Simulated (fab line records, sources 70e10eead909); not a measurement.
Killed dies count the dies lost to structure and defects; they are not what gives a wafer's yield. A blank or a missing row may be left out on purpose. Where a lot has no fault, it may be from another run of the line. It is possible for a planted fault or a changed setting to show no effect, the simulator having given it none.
Chamber matching :: flow nand_harc :: pecvd-03 running NHARC_A_CONTACT_DEP_85: 3 sister chambers
The step deposits SiON, target thk 50 nm. 6 wafers are shown with their chamber, then 12 later ones without.

EACH WAFER AND ITS CHAMBER
wafer: L083.3
chamber: 1
heater_power_w (W): 708

wafer: L083.6
chamber: 1
heater_power_w (W): 698

wafer: L082.4
chamber: 2
heater_power_w (W): 757

wafer: L086.2
chamber: 0
heater_power_w (W): 651

wafer: L086.4
chamber: 0
heater_power_w (W): 671

wafer: L086.5
chamber: 2
heater_power_w (W): 729

WAFERS WHOSE CHAMBER IS MISSING
wafer: L091.1
heater_power_w (W): 690

wafer: L091.2
heater_power_w (W): 709

wafer: L091.5
heater_power_w (W): 631

wafer: L095.2
heater_power_w (W): 781

wafer: L095.5
heater_power_w (W): 686

wafer: L095.6
heater_power_w (W): 768

wafer: L094.3
heater_power_w (W): 620

wafer: L094.4
heater_power_w (W): 629

wafer: L094.5
heater_power_w (W): 626

wafer: L097.1
heater_power_w (W): 727

wafer: L097.2
heater_power_w (W): 637

wafer: L097.5
heater_power_w (W): 742

EACH ONE'S CHAMBER
wafer: L091.1
from the rows above: can't be placed: 1 or 0
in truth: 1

wafer: L091.2
from the rows above: can't be placed: 1 or 2
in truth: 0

wafer: L091.5
from the rows above: 0
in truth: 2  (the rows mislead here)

wafer: L095.2
from the rows above: 2
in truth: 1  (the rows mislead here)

wafer: L095.5
from the rows above: can't be placed: 1 or 0
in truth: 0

wafer: L095.6
from the rows above: 2
in truth: 2

wafer: L094.3
from the rows above: 0
in truth: 0

wafer: L094.4
from the rows above: 0
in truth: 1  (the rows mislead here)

wafer: L094.5
from the rows above: 0
in truth: 0

wafer: L097.1
from the rows above: can't be placed: 2 or 1
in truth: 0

wafer: L097.2
from the rows above: 0
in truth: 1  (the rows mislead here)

wafer: L097.5
from the rows above: 2
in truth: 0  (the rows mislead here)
3 of 12 placed correctly. Unplaceable from these rows: 4, with the true chamber sitting among the candidates in 2. Wrongly placed: 5.
How it was worked out, from the rows above alone: a wafer's distance from a chamber is the root of the sum, over the readings, of the square of ((its reading less the chamber's mean) divided by the reading's scatter). If the next closest chamber is less than 2 further off than the closest, the wafer can't be placed; otherwise it belongs to the closest. For every chamber, the mean is computed from those of its wafers that are shown. The scatter is the square root of a quotient: the sum, over the shown wafers, of each reading's squared deviation from its chamber's mean, divided by wafers minus chambers.
